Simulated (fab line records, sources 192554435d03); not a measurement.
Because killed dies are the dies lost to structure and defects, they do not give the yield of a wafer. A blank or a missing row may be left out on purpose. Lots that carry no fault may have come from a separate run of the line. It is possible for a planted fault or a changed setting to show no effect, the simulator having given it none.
Comparing a struck lot with a sound one	flow n5_finfet	18 steps out of a route of 1938
Sound: these wafers, L577.1, L577.2, L577.4. The struck wafers were L593.1, L593.2, L593.6. The cause comes at the end.
For every step that has rows: the tool of each side, followed by ch and its chambers, followed by its first start. Under that, the readings that differ: sound wafers	struck wafers	difference of the means	sigmas: that difference in standard deviations of wafers without a fault.
alike: same words and numbers on both sides, and readings whose means sit less than 2 such deviations apart. not compared: any withheld reading, any reading some wafer has no value for, any bound like >300 that may hide the same value, and any number with overlapping values for which the record gives no deviation.
The two part at a step that has a row with sigmas, a row that says differs or no value, or rows on one side only. Numbers that don't overlap but have no deviation are shown without sigmas and don't part them. A reading missing from all wafers of one side parts the sides only when that side holds two or more wafers.

N5_BEOL_M9_ETCH_62: etches SOC in N2/H2, target depth 110 nm, overetch 22 nm, time 165 s.
  sound on rie_diel-03 ch 1,2,3, day 12 11:40; struck on rie_diel-03 ch 0,2,3, day 16 22:43
  alike: bias_w, drypump_motor_current_A, oes_product_au, rf_vpp_V, showerhead_plenum_p_Torr, throttle_valve_pct
  not compared: rf_hours_counter_h
then, 1 step without rows for these wafers: N5_BEOL_M9_STRIP_68 (strips in N2/H2).
N5_BEOL_M9_STRIP_67: strips in CF4.
  sound on rie_diel-03 ch 1,2,3, day 12 11:48; struck on rie_diel-03 ch 0,2,3, day 16 22:52
  alike: drypump_motor_current_A, oes_product_au, rf_vpp_V, showerhead_plenum_p_Torr, throttle_valve_pct
  not compared: rf_hours_counter_h
N5_BEOL_M9_HM_OPEN_17: chemistry Cl2/BCl3, target TiN, target depth 20 nm, overetch 6 nm.
  sound on rie_metal-01 ch 0,1, day 12 11:50; struck on rie_metal-03 ch 0,1, day 16 22:54
reading	sound	struck	difference	sigmas
drypump_motor_current_A (A)	5.5 6.2 6.1	5.1 5.3 5.2	-0.7	-2
  alike: bias_w, oes_product_au, throttle_valve_pct
  not compared: rf_hours_counter_h
N5_BEOL_M9_STRIP_19: strips in O2.
  sound on rie_diel-03 ch 1,2,3, day 12 11:59; struck on rie_diel-01 ch 0,2, day 16 23:02
reading	sound	struck	difference	sigmas
drypump_motor_current_A (A)	5.0 5.0 4.7	6.1 5.9 5.9	+1.1	+2
  alike: oes_product_au, rf_vpp_V, showerhead_plenum_p_Torr, throttle_valve_pct
  not compared: rf_hours_counter_h
N5_BEOL_M9_CD_MEAS_18: pitch 140 nm, target cd 70 nm.
  sound on cd_sem-01, day 12 12:04; struck on cd_sem-01, day 16 23:07
  alike: cd_nm
then, 6 steps without rows for these wafers: N5_BEOL_M9_COAT_63 (time 60 s, resist thk 60 nm); N5_BEOL_M9_COAT_64 (time 60 s, resist thk 12 nm); N5_BEOL_M9_COAT_75 (time 60 s, resist thk 5 nm); N5_BEOL_M9_COAT_22 (resist thk 30 nm); N5_BEOL_M9_EBR_24; N5_BEOL_M9_SOFTBAKE_23 (time 60 s).
N5_BEOL_M9_EXPOSE_25: exposes mask V8.
  sound on euv_scanner-01 ch 0, day 12 12:41; struck on euv_scanner-01 ch 0, day 16 23:25
reading	sound	struck	difference	sigmas
exposure_dose_mJ_cm2	37.14 37.16 37.14	35.74 35.84 35.85	-1.34	-4
  alike: mask
then, 2 steps without rows for these wafers: N5_BEOL_M9_PEB_26 (peb time 60 s); N5_BEOL_M9_DEVELOP_27 (develop time 30 s).
N5_BEOL_M9_CD_MEAS_28: the cd target is 70 nm.
  sound on cd_sem-02 ch 0, day 12 12:49; struck on cd_sem-01 ch 0, day 16 23:32
reading	sound	struck	difference	sigmas
cd_nm (nm)	70.06 69.86 69.49	68.10 68.48 67.93	-1.63	-7
N5_BEOL_M9_OVL_MEAS_29:
  sound on overlay-02 ch 0, day 12 12:51; struck on overlay-02 ch 0, day 16 23:34
  alike: V8_OVL
-- the record jumps here: 3 days lie between the struck wafers' starts before and after (it left off in module BEOL_M9 and takes up again in module PASSIVATION, whose first step shown is number 1936 of the route) --
N5_PASSIVATION_PROBE_49:
  sound on prober-01, day 15 20:47; struck on prober-02, day 19 16:45
  alike: defect_limited_yield, killed_at_M0_to_M3, killed_at_M4_up, killed_at_contacts, killed_at_front_end, killed_at_other, killed_dies, killed_on_rim, killed_open, killed_short, sort_bin_4_leakage, sort_bin_5_function, sort_bin_6_memory, sort_n_pass, sort_yield_pct

WHERE THEY PART
Earliest at N5_BEOL_M9_HM_OPEN_17; latest, in this record, at N5_BEOL_M9_CD_MEAS_28. Later steps at which nothing parts them and some readings are alike: N5_BEOL_M9_OVL_MEAS_29, N5_PASSIVATION_PROBE_49.

WHY: what had been put in by the simulator
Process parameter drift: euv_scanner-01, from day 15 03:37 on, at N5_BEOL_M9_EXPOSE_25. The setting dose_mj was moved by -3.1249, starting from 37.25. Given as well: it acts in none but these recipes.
